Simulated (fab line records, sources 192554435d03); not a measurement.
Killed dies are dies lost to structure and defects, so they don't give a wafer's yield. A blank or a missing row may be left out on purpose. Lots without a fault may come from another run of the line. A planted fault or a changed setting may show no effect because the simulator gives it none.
A struck lot beside a sound one | flow n5_finfet | 14 steps out of a route of 1938
Sound: wafers L990.2, L990.4, L990.5. Struck: wafers L981.4, L981.5, L981.6. The cause comes at the end.
At each step with rows: each side's tool, then ch and its chambers, then its first start. Under that, the readings that differ: sound wafers | struck wafers | difference of the means | sigmas: that difference in standard deviations of wafers without a fault.
alike: readings whose means differ by less than 2 such deviations, and words and numbers that are the same on both sides. not compared: withheld readings, readings that some wafer has no value for, bounds like >300 that may hide the same value, and numbers for which the record gives no deviation and whose values overlap.
The two part at a step that has a row with sigmas, a row that says differs or no value, or rows on one side only. Numbers that don't overlap but have no deviation are shown without sigmas and don't part them. A reading that every wafer of one side lacks parts them only if that side has two wafers or more.

N5_BEOL_M7_RS_MEAS_57: measures by four-point-probe.
  sound on film_metro-02, day 15 01:47; struck on film_metro-02, day 12 23:06
  alike: M7_RS
N5_BEOL_M7_INSPECT_58: inspects for defects (darkfield).
  sound on defect_inspect-01, day 15 01:49; struck on defect_inspect-01, day 12 23:08
  alike: raw_defect_count
N5_BEOL_M8_ILD_DEP_00: deposits SiCOH lowk from DEMS/porogen, target thk 179.75 nm, time 33.4 s.
  sound on pecvd-03 ch 0,1,2, day 15 01:50; struck on pecvd-03 ch 0,1,2, day 12 23:11
  alike: heater_power_w, showerhead_plenum_p_Torr, throttle_valve_pct
N5_BEOL_M8_CURE_74: cures SiCOH lowk, time 240 s.
  sound on uv_cure-02 ch 2, day 15 02:08; struck on uv_cure-01 ch 2, day 12 23:28
  alike: lamp_power_pct, wafer_temp_C_max
N5_BEOL_M8_THK_MEAS_01:
  sound on film_metro-01, day 15 02:34; struck on film_metro-02, day 12 23:44
  alike: M8_ILD_THK
N5_BEOL_M8_PECVD_70: deposits SiO2 from TEOS/O2, target thk 20 nm, time 22.7 s.
  sound on pecvd-04 ch 0,2, day 15 02:37; struck on pecvd-03 ch 0,1,2, day 12 23:47
  alike: heater_power_w, showerhead_plenum_p_Torr, throttle_valve_pct
N5_BEOL_M8_HM_DEP_02: deposits TiN, target thk 20 nm.
  sound on pvd_sputter-01, day 15 03:44; struck on pvd_sputter-03, day 13 00:23
  alike: throttle_valve_pct
then, 5 steps without rows for these wafers: N5_BEOL_M8_COAT_59 (time 60 s, resist thk 100 nm); N5_BEOL_M8_COAT_60 (time 60 s, resist thk 35 nm); N5_BEOL_M8_COAT_05 (resist thk 90 nm); N5_BEOL_M8_EBR_07; N5_BEOL_M8_SOFTBAKE_06 (time 60 s).
N5_BEOL_M8_EXPOSE_08: exposes mask M8.
  sound on arfi_scanner-01 ch 0, day 15 03:59; struck on arfi_scanner-02, day 13 00:47
  no value came back on the struck wafers for dipole_opening_deg (degrees), exposure_dose_mJ_cm2, stage_vel_mm_s (mm/s); on the sound wafers dipole_opening_deg (degrees) reads 35 35 35
  alike: mask
then, 1 step without rows for these wafers: N5_BEOL_M8_PEB_09 (peb time 60 s).

WHERE THEY PART
Only at N5_BEOL_M8_EXPOSE_08, within this record.

WHY: what the simulator had put in
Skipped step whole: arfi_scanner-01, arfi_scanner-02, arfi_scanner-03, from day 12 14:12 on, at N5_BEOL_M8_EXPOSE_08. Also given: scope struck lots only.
